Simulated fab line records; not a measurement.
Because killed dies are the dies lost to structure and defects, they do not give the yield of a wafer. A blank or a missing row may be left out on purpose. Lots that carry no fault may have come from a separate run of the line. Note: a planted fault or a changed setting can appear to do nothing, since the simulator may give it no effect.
Chamber matching | flow n5_finfet | N5_BEOL_M15_VIA_ETCH_16 on rie_diel-03: 4 sister chambers
The step etches SiO2 in C4F8/O2/Ar, target depth 1792.2 nm. 4 wafers are shown with their chamber, then 7 later ones without.

## EACH WAFER AND ITS CHAMBER
wafer  | chamber | drypump_motor_current_A (A)
L088.4 | 2       | 5.5
L088.6 | 1       | 6.1
L094.1 | 0       | 5.1
L094.3 | 3       | 6.4

## WAFERS MISSING THEIR CHAMBER
wafer  | drypump_motor_current_A (A)
L094.4 | 6.1
L096.3 | 5.1
L096.4 | 6.1
L096.5 | 5.1
L095.2 | 6.1
L095.3 | 5.2
L095.4 | 6.4

## THE CHAMBER EACH PASSED THROUGH
wafer  | from the rows above | in truth
L094.4 | 1                   | 1
L096.3 | 0                   | 0
L096.4 | 1                   | 1
L096.5 | 0                   | 0
L095.2 | 1                   | 1
L095.3 | 0                   | 0
L095.4 | 3                   | 3
Correct placement for 7 of the 7. Can't be placed from these rows: 0. Wrongly placed: 0.
How it was worked out, from the rows above alone: a wafer's distance from a chamber is the root of the sum, over the readings, of the square of ((its reading less the chamber's mean) divided by the reading's scatter). If the next closest chamber is less than 2 further off than the closest, the wafer can't be placed; otherwise it belongs to the closest. The mean given for a chamber averages the wafers shown for that chamber. The scatter (one wafer shown for each chamber): square how far every hidden wafer sits from the nearest shown wafer, average those squares and take the square root.
